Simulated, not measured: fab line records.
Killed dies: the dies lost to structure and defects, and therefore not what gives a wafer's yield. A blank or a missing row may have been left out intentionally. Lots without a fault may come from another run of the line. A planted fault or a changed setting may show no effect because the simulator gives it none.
Which of the tools did it?    flow n5-finfet    24 lots, 72 wafers sampled, at 6 steps of a route of 1938

== WHAT THE GAUGES READ, wafer by wafer ==
N5_BEOL_M0_RS_MEAS_126: the measuring method here is four-point-probe.
lot   measured      on             M0_RS (ohm/sq)
L074  day 6 13:24   film-metro-01  0.609 0.575 0.576
L076  day 6 15:47   film-metro-01  0.549 0.564 0.532
L077  day 7 06:13   film-metro-02  0.554 0.567 0.529
L078  day 7 11:32   film-metro-02  0.528 0.544 0.544
L075  day 7 09:58   film-metro-01  0.577 0.554 0.564
L079  day 7 15:47   film-metro-01  0.559 0.569 0.603
L080  day 7 18:32   film-metro-02  0.546 0.587 0.534
L081  day 8 00:35   film-metro-01  0.521 0.575 0.528
L082  day 8 04:54   film-metro-01  0.553 0.552 0.542
L083  day 8 08:27   film-metro-01  0.558 0.527 0.542
L084  day 8 20:28   film-metro-02  0.509 0.498 0.527
L085  day 9 01:25   film-metro-01  0.485 0.499 0.514
L086  day 9 03:28   film-metro-02  0.547 0.531 0.551
L087  day 9 07:40   film-metro-02  0.586 0.534 0.528
L088  day 9 12:44   film-metro-02  0.523 0.536 0.564
L089  day 10 02:49  film-metro-01  0.550 0.501 0.525
L090  day 10 07:32  film-metro-02  0.537 0.523 0.512
L091  day 10 12:21  film-metro-01  0.530 0.538 0.532
L092  day 10 15:59  film-metro-01  0.546 0.573 0.533
L093  day 10 20:17  film-metro-02  0.577 0.533 0.513
L094  day 11 02:35  film-metro-02  0.557 0.542 0.523
L095  day 11 07:53  film-metro-01  0.523 0.545 0.535
L096  day 11 17:38  film-metro-02  0.537 0.549 0.534
L097  day 12 01:05  film-metro-01  0.554 0.563 0.540

N5_BEOL_M1_THK_MEAS_01.
lot   measured      on             M1_ILD_THK (nm)
L074  day 6 13:32   film-metro-02  78.0 79.3 77.9
L076  day 6 15:55   film-metro-02  79.4 81.9 80.2
L077  day 7 06:21   film-metro-01  78.3 77.6 79.9
L078  day 7 11:40   film-metro-02  77.2 79.0 79.9
L075  day 7 10:05   film-metro-01  77.7 80.1 79.5
L079  day 7 15:55   film-metro-01  77.1 77.7 78.9
L080  day 7 18:40   film-metro-02  78.9 80.0 80.1
L081  day 8 00:43   film-metro-01  77.8 78.3 79.5
L082  day 8 05:02   film-metro-01  78.0 78.7 78.8
L083  day 8 08:35   film-metro-01  79.8 78.4 79.0
L084  day 8 20:36   film-metro-02  78.8 78.3 78.5
L085  day 9 01:32   film-metro-02  78.0 79.6 80.1
L086  day 9 03:36   film-metro-02  76.8 77.4 79.3
L087  day 9 07:48   film-metro-01  79.0 78.9 79.3
L088  day 9 12:53   film-metro-02  79.7 79.8 80.9
L089  day 10 02:57  film-metro-01  78.0 79.7 79.9
L090  day 10 07:41  film-metro-02  76.1 78.4 77.6
L091  day 10 12:29  film-metro-02  80.4 79.7 80.3
L092  day 10 16:07  film-metro-01  77.2 78.7 77.8
L093  day 10 20:25  film-metro-02  79.8 79.9 81.1
L094  day 11 02:43  film-metro-02  77.5 77.9 78.2
L095  day 11 08:01  film-metro-01  78.3 78.0 79.3
L096  day 11 17:46  film-metro-02  78.5 78.8 79.0
L097  day 12 01:13  film-metro-01  78.0 79.8 81.1

== WHICH TOOL RAN EACH LOT (tool, then ch and the chambers of the sampled wafers, then the start) ==
lot   N5_BEOL_M0_SAQP_MANDREL2_REMOVE_110  N5_BEOL_M0_SAQP_CUT_ETCH_46         N5_BEOL_M0_SAQP_ALD_48             N5_BEOL_M0_ALD_136
L074  rie-si-05 ch 1,2,3, day 6 04:39      rie-diel-06 ch 0,2,3, day 6 05:16   ald-sin-02 ch 0,3, day 6 05:28     ald-metal-02 ch 0,3, day 6 09:38
L076  rie-si-04 ch 0,1,2, day 6 07:00      rie-diel-06 ch 1,2, day 6 07:47     ald-sin-02 ch 0,3, day 6 07:59     ald-metal-04 ch 0,1,2, day 6 13:38
L077  rie-si-05 ch 0,1,2, day 6 23:20      rie-diel-06 ch 1,3, day 6 23:58     ald-sin-01 ch 1,2, day 7 00:37     ald-metal-02 ch 1,3, day 7 04:11
L078  rie-si-06 ch 2,3, day 7 01:42        rie-diel-02 ch 0,1,2, day 7 02:26   ald-sin-03 ch 0,1, day 7 02:39     ald-metal-02 ch 0,2,3, day 7 09:14
L075  rie-si-04 ch 0,3, day 7 01:46        rie-diel-03 ch 0,1,2, day 7 02:30   ald-sin-01 ch 0,1,3, day 7 02:42   ald-metal-04 ch 0,1,2, day 7 08:02
L079  rie-si-05 ch 0,2,3, day 7 02:12      rie-diel-03 ch 1,2,3, day 7 02:49   ald-sin-03 ch 0,1,3, day 7 03:09   ald-metal-04 ch 1,2,3, day 7 11:32
L080  rie-si-05 ch 1,2,3, day 7 07:50      rie-diel-02 ch 0,2, day 7 08:38     ald-sin-02 ch 2,3, day 7 08:50     ald-metal-02 ch 0,1,3, day 7 15:55
L081  rie-si-05 ch 1,2,3, day 7 14:20      rie-diel-03 ch 0,3, day 7 15:05     ald-sin-02 ch 0,1,2, day 7 16:11   ald-metal-04 ch 1,3, day 7 21:41
L082  rie-si-05 ch 2,3, day 7 19:50        rie-diel-02 ch 1,2,3, day 7 20:28   ald-sin-01 ch 1,2,3, day 7 22:06   ald-metal-04 ch 0,2,3, day 8 01:58
L083  rie-si-05 ch 0,2, day 8 01:11        rie-diel-06 ch 1,3, day 8 02:13     ald-sin-02 ch 0,2,3, day 8 02:25   ald-metal-01 ch 1,2, day 8 06:26
L084  rie-si-05 ch 0,1,3, day 8 11:23      rie-diel-02 ch 0,1,3, day 8 12:16   ald-sin-01 ch 0,2, day 8 12:33     ald-metal-04 ch 0,2, day 8 18:04
L085  rie-si-06 ch 1,2,3, day 8 17:44      rie-diel-06 ch 0,1, day 8 18:51     ald-sin-02 ch 0,2,3, day 8 19:03   ald-metal-04 ch 0,1,3, day 8 22:10
L086  rie-si-06 ch 0,1, day 8 20:14        rie-diel-06 ch 0,2, day 8 20:59     ald-sin-01 ch 1,2,3, day 8 21:14   ald-metal-04 ch 0,2,3, day 9 01:13
L087  rie-si-06 ch 1,3, day 8 23:25        rie-diel-03 ch 0,1,2, day 9 00:24   ald-sin-03 ch 0,2,3, day 9 00:36   ald-metal-02 ch 0,1,3, day 9 05:01
L088  rie-si-05 ch 0,1, day 9 05:21        rie-diel-06 ch 0,1, day 9 06:12     ald-sin-02 ch 1,2, day 9 06:24     ald-metal-01 ch 0,3, day 9 10:46
L089  rie-si-05 ch 0,2, day 9 14:49        rie-diel-02 ch 2,3, day 9 15:38     ald-sin-02 ch 1,2,3, day 9 15:50   ald-metal-04 ch 1,2, day 10 00:41
L090  rie-si-05 ch 1,2,3, day 9 16:46      rie-diel-06 ch 0,2,3, day 9 17:23   ald-sin-03 ch 1,2,3, day 9 17:35   ald-metal-01 ch 0,1,3, day 10 05:23
L091  rie-si-04 ch 0,1, day 9 19:13        rie-diel-06 ch 0,2,3, day 9 19:58   ald-sin-01 ch 1,2,3, day 9 20:10   ald-metal-04 ch 0,2,3, day 10 10:24
L092  rie-si-06 ch 0,1,2, day 10 05:02     rie-diel-06 ch 1,2,3, day 10 05:40  ald-sin-03 ch 0,1, day 10 05:52    ald-metal-01 ch 1,2, day 10 12:25
L093  rie-si-06 ch 0,1, day 10 08:58       rie-diel-02 ch 0,2, day 10 09:35    ald-sin-02 ch 1,2,3, day 10 09:47  ald-metal-02 ch 2,3, day 10 18:03
L094  rie-si-06 ch 0,1,2, day 10 19:59     rie-diel-02 ch 2,3, day 10 20:37    ald-sin-02 ch 1,2,3, day 10 20:49  ald-metal-01 ch 1,2,3, day 11 00:38
L095  rie-si-04 ch 2,3, day 11 00:49       rie-diel-06 ch 0,3, day 11 01:26    ald-sin-03 ch 1,2,3, day 11 01:38  ald-metal-01 ch 2,3, day 11 05:53
L096  rie-si-06 ch 0,1,2, day 11 04:19     rie-diel-03 ch 2,3, day 11 04:56    ald-sin-01 ch 0,1, day 11 06:08    ald-metal-02 ch 0,1,3, day 11 13:35
L097  rie-si-04 ch 0,1, day 11 11:20       rie-diel-06 ch 0,1,2, day 11 11:58  ald-sin-01 ch 1,2, day 11 12:10    ald-metal-02 ch 1,2,3, day 11 19:47
- N5_BEOL_M0_SAQP_MANDREL2_REMOVE_110: chemistry HBr/Cl2/O2, target a-Si, stops on SiCN, bt time 10 s.
- N5_BEOL_M0_SAQP_CUT_ETCH_46: etches SOC in N2/H2, target depth 135 nm, overetch 27 nm, time 202.5 s.
- N5_BEOL_M0_SAQP_ALD_48: deposits SiO2, target thk 20 nm, pulse time 1 s, co reactant pulse time 1 s.
- N5_BEOL_M0_ALD_136: deposits TaN, pulse time 2 s, purge time 3 s, co reactant purge time 2 s.

== WHAT THE TOOLS THEMSELVES READ (means of the sampled wafers that have a number; where no wafer has one, the mark that the record gives instead) ==
N5_BEOL_M0_SAQP_MANDREL2_REMOVE_110.
lot   tool       drypump-motor-current-A (A)  oes_o_777_au (a.u.)  oes-product-au (a.u.)  throttle-valve-pct (%)
L074  rie-si-05  5.5                          0.99                 1.002                  36.7
L076  rie-si-04  5.7                          0.99                 1.022                  36.5
L077  rie-si-05  5.7                          0.99                 0.992                  36.8
L078  rie-si-06  6.0                          1.01                 0.987                  36.3
L075  rie-si-04  6.2                          1.10                 1.012                  36.1
L079  rie-si-05  5.6                          0.96                 1.005                  36.9
L080  rie-si-05  5.5                          0.99                 0.991                  36.7
L081  rie-si-05  5.5                          0.99                 1.004                  36.7
L082  rie-si-05  5.4                          0.96                 1.003                  36.8
L083  rie-si-05  5.9                          0.96                 0.988                  37.0
L084  rie-si-05  5.9                          1.03                 1.010                  36.5
L085  rie-si-06  6.0                          1.00                 0.984                  36.3
L086  rie-si-06  6.0                          0.94                 0.983                  36.3
L087  rie-si-06  5.9                          0.99                 0.984                  36.3
L088  rie-si-05  5.9                          1.06                 1.010                  36.4
L089  rie-si-05  5.9                          0.97                 1.006                  37.0
L090  rie-si-05  5.5                          0.99                 0.996                  36.7
L091  rie-si-04  5.8                          0.99                 1.018                  36.2
L092  rie-si-06  6.0                          0.95                 0.994                  36.2
L093  rie-si-06  6.1                          0.92                 0.995                  36.3
L094  rie-si-06  6.1                          0.96                 0.981                  36.2
L095  rie-si-04  6.1                          1.10                 1.016                  36.4
L096  rie-si-06  6.1                          0.96                 0.990                  36.2
L097  rie-si-04  5.4                          0.97                 1.006                  36.0

N5_BEOL_M0_SAQP_CUT_ETCH_46.
lot   tool         drypump-motor-current-A (A)  h2-flow-sccm (sccm)  rf-vpp-V (V)  showerhead-plenum-p-Torr (Torr)  throttle-valve-pct (%)
L074  rie-diel-06  5.6                          199.7                523.3         2.52                             17.8
L076  rie-diel-06  5.7                          199.7                525.5         2.58                             17.6
L077  rie-diel-06  5.6                          199.7                521.1         2.42                             18.2
L078  rie-diel-02  5.5                          199.3                522.6         2.48                             17.9
L075  rie-diel-03  5.7                          200.1                523.8         2.52                             17.8
L079  rie-diel-03  6.1                          200.0                523.4         2.53                             17.6
L080  rie-diel-02  5.8                          199.6                522.2         2.45                             17.8
L081  rie-diel-03  5.6                          199.8                523.8         2.51                             17.9
L082  rie-diel-02  5.3                          199.5                524.5         2.56                             17.8
L083  rie-diel-06  5.5                          199.9                520.5         2.42                             18.2
L084  rie-diel-02  5.4                          199.9                525.2         2.56                             17.7
L085  rie-diel-06  5.7                          200.4                522.9         2.47                             17.5
L086  rie-diel-06  5.7                          200.3                524.6         2.54                             17.3
L087  rie-diel-03  5.7                          199.0                523.1         2.51                             17.8
L088  rie-diel-06  5.7                          200.4                522.2         2.47                             17.5
L089  rie-diel-02  5.7                          200.1                523.1         2.52                             17.9
L090  rie-diel-06  5.6                          199.8                526.0         2.61                             17.5
L091  rie-diel-06  5.6                          200.1                526.1         2.61                             17.6
L092  rie-diel-06  5.6                          200.4                524.9         2.59                             17.8
L093  rie-diel-02  5.8                          200.0                521.8         2.44                             17.8
L094  rie-diel-02  5.7                          200.1                522.1         2.51                             18.0
L095  rie-diel-06  5.5                          199.5                527.4         2.64                             17.8
L096  rie-diel-03  6.3                          199.7                523.9         2.49                             17.6
L097  rie-diel-06  5.7                          199.5                523.7         2.51                             17.6

N5_BEOL_M0_SAQP_ALD_48.
lot   tool        heater-power-w (W)  precursor-pulse-height-rel
L074  ald-sin-02  71                  0.997
L076  ald-sin-02  71                  0.995
L077  ald-sin-01  90                  1.011
L078  ald-sin-03  73                  0.993
L075  ald-sin-01  80                  0.988
L079  ald-sin-03  77                  0.978
L080  ald-sin-02  70                  0.997
L081  ald-sin-02  80                  1.013
L082  ald-sin-01  82                  1.000
L083  ald-sin-02  76                  0.998
L084  ald-sin-01  91                  0.999
L085  ald-sin-02  75                  0.986
L086  ald-sin-01  84                  0.997
L087  ald-sin-03  77                  0.984
L088  ald-sin-02  79                  1.003
L089  ald-sin-02  76                  1.006
L090  ald-sin-03  77                  0.984
L091  ald-sin-01  85                  1.004
L092  ald-sin-03  74                  0.990
L093  ald-sin-02  76                  1.016
L094  ald-sin-02  76                  0.978
L095  ald-sin-03  79                  0.989
L096  ald-sin-01  74                  0.996
L097  ald-sin-01  79                  1.023

N5_BEOL_M0_ALD_136.
lot   tool          heater-power-w (W)  precursor-vessel-temp-c (C)
L074  ald-metal-02  408                 74.90
L076  ald-metal-04  466                 75.03
L077  ald-metal-02  452                 75.02
L078  ald-metal-02  395                 75.00
L075  ald-metal-04  459                 74.99
L079  ald-metal-04  449                 75.04
L080  ald-metal-02  421                 75.10
L081  ald-metal-04  429                 74.95
L082  ald-metal-04  483                 74.90
L083  ald-metal-01  455                 74.95
L084  ald-metal-04  481                 74.99
L085  ald-metal-04  465                 75.18
L086  ald-metal-04  484                 74.90
L087  ald-metal-02  416                 75.06
L088  ald-metal-01  411                 74.94
L089  ald-metal-04  443                 74.93
L090  ald-metal-01  441                 74.98
L091  ald-metal-04  485                 74.97
L092  ald-metal-01  417                 74.99
L093  ald-metal-02  419                 74.94
L094  ald-metal-01  436                 75.03
L095  ald-metal-01  406                 74.87
L096  ald-metal-02  414                 75.07
L097  ald-metal-02  445                 74.96

== THE ANSWER, worked out from the rows above alone ==
Rule: the lots themselves supply what counts as usual. Put in order of their means at a reading, lots are off if they are a third of the lots or fewer, leave a main group of 4 or more, and stand apart from it by a gap of 3 or more times the standard deviation of the main group's means; of several such gaps the widest counts. A main group whose means are all the same, to the digits that the tables above print for the reading, isn't used. A lot without any number at a reading at which 4 lots or more have one is off too. Where the step has rows for the other lots, those lots are counted as sound. After the gauges, taken in route order, come the tools' own readings; for these a lot's mean is taken, as printed above. The first step at which some lot is off is used, and at that step the reading that is off furthest; a lot without a number counts as furthest.
Across all readings shown, no lot is off: no conclusion can be drawn from this.

== WHAT THE SIMULATOR HAD INSERTED ==
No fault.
